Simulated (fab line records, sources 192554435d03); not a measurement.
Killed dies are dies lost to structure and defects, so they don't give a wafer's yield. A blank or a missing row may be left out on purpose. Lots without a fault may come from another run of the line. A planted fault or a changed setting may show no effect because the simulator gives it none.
Split-lot experiment | flow n5_finfet | 7 lots, 39 wafers read, on a route of 1938 steps

THE SPLIT
At N5_ZERO_LAYER_ETCH_18 (etches Si in HBr/Cl2, target depth 120 nm, time 40 s), the setting target_depth_a was moved away from the recipe's 1200 angstrom on 15 of the 39 wafers read, by -59.6% to +40.2%. The other wafers ran this setting at the recipe's value.

The reading is taken at the split's own step.

THE READING
coat_of_ZERO_LAYER_COAT_05.thk_nm (the simulator's own value, which no gauge read), in nm, at N5_ZERO_LAYER_ETCH_18 (etches Si in HBr/Cl2, target depth 120 nm, time 40 s). The file gives no usual value for it. The 24 wafers here that ran the recipe average 931.3 nm, standard deviation 1.9 nm.

wafer  | tool, chamber at the split | target_depth_a as run, angstrom | against the recipe | coat_of_ZERO_LAYER_COAT_05.thk_nm, nm | against lot-mates on the recipe
L075.1 | rie_si-04, 3               | 1200                            | recipe             | 933.5                                 | -
L075.2 | rie_si-04, 0               | 1200                            | recipe             | 932.6                                 | -
L075.3 | rie_si-04, 1               | 1200                            | recipe             | 931.7                                 | -
L075.4 | rie_si-04, 2               | 1200                            | recipe             | 930.5                                 | -
L075.5 | rie_si-04, 2               | 1200                            | recipe             | 933.2                                 | -
L075.6 | rie_si-04, 1               | 1200                            | recipe             | 928                                   | -
L077.2 | rie_si-01, 2               | 1200                            | recipe             | 931.9                                 | -
L077.5 | rie_si-01, 0               | 1200                            | recipe             | 932.1                                 | -
L077.6 | rie_si-01, 1               | 1200                            | recipe             | 933.2                                 | -
L078.1 | rie_si-03, 3               | 484.9                           | -59.6%             | 956.6                                 | +25.0
L078.2 | rie_si-03, 2               | 1200                            | recipe             | 932.2                                 | -
L078.3 | rie_si-03, 0               | 1200                            | recipe             | 932.3                                 | -
L078.4 | rie_si-03, 1               | 1200                            | recipe             | 930.4                                 | -
L078.5 | rie_si-03, 1               | 484.9                           | -59.6%             | 954.8                                 | +23.2
L078.6 | rie_si-03, 2               | 484.9                           | -59.6%             | 955.1                                 | +23.5
L080.1 | rie_si-03, 1               | 992.4                           | -17.3%             | 938.1                                 | +8.4
L080.2 | rie_si-03, 0               | 1200                            | recipe             | 929                                   | -
L080.3 | rie_si-03, 2               | 1200                            | recipe             | 929.2                                 | -
L080.4 | rie_si-03, 3               | 992.4                           | -17.3%             | 935.6                                 | +5.9
L080.5 | rie_si-03, 2               | 992.4                           | -17.3%             | 933.7                                 | +4.0
L080.6 | rie_si-03, 3               | 1200                            | recipe             | 931                                   | -
L088.1 | rie_si-03, 2               | 1200                            | recipe             | 932.3                                 | -
L088.2 | rie_si-03, 3               | 1435                            | +19.6%             | 923.2                                 | -9.5
L088.3 | rie_si-03, 0               | 1200                            | recipe             | 929.7                                 | -
L088.4 | rie_si-03, 1               | 1435                            | +19.6%             | 922.6                                 | -10.1
L088.5 | rie_si-03, 2               | 1200                            | recipe             | 936.2                                 | -
L088.6 | rie_si-03, 1               | 1435                            | +19.6%             | 923.6                                 | -9.1
L090.1 | rie_si-01, 0               | 1200                            | recipe             | 932.9                                 | -
L090.2 | rie_si-01, 2               | 1200                            | recipe             | 930.1                                 | -
L090.3 | rie_si-01, 3               | 963.8                           | -19.7%             | 940.6                                 | +9.0
L090.4 | rie_si-01, 1               | 1200                            | recipe             | 931.7                                 | -
L090.5 | rie_si-01, 0               | 963.8                           | -19.7%             | 937.8                                 | +6.2
L090.6 | rie_si-01, 3               | 963.8                           | -19.7%             | 936.4                                 | +4.8
L096.1 | rie_si-01, 2               | 1682                            | +40.2%             | 911.1                                 | -17.8
L096.2 | rie_si-01, 3               | 1200                            | recipe             | 929.7                                 | -
L096.3 | rie_si-01, 0               | 1682                            | +40.2%             | 914.1                                 | -14.8
L096.4 | rie_si-01, 1               | 1200                            | recipe             | 928.3                                 | -
L096.5 | rie_si-01, 0               | 1200                            | recipe             | 928.8                                 | -
L096.6 | rie_si-01, 1               | 1682                            | +40.2%             | 914.8                                 | -14.1

THE FIT
A straight line over all 39 wafers: coat_of_ZERO_LAYER_COAT_05.thk_nm changes by -0.41 nm for each +1% of target_depth_a; r = -0.98; the points scatter about the line by 1.9 nm.
The same after taking each lot's own level away (the mean of its wafers on the recipe; 39 wafers): -0.398 nm for each +1%; r = -0.98; scatter 1.6 nm.
On that fit, the largest move of target_depth_a shifts the reading by 24 nm.
The lots' own levels span 928.93 to 932.73 nm, that is 2.0 times the standard deviation above.
So the lot-to-lot level changes the slope little: the two slopes agree.
Check: with one of the wafers moved furthest among these (-59.6%) left out of the fit, the line predicts +23.1 nm for it against its lot-mates. It came out at +25 nm against them.

THE WHOLE CHAIN: every reading that the file lists as answering this split, in the file's order
step                   | what it does                                         | reading                                                                            | change (the file's fit)               | r (the file's)
N5_ZERO_LAYER_ETCH_18  | etches Si in HBr/Cl2, target depth 120 nm, time 40 s | ZERO_LAYER.feature_depth_nm (the simulator's own value, which no gauge read)       | +1.2 nm for each +1% of the setting   | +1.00
N5_ZERO_LAYER_ETCH_18  | etches Si in HBr/Cl2, target depth 120 nm, time 40 s | etch.depth_nm (the simulator's own value, which no gauge read)                     | +1.2 nm for each +1% of the setting   | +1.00
N5_ZERO_LAYER_ETCH_18  | etches Si in HBr/Cl2, target depth 120 nm, time 40 s | coat_of_ZERO_LAYER_COAT_05.thk_nm (the simulator's own value, which no gauge read) | -0.396 nm for each +1% of the setting | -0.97
N5_ZERO_LAYER_STRIP_24 | strips in O2                                         | strip_time_to_endpoint_s                                                           | withheld for each +1% of the setting  | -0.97

THE FILE'S OWN FIT
coat_of_ZERO_LAYER_COAT_05.thk_nm changes by -0.396 nm for each +1% of target_depth_a, r = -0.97.
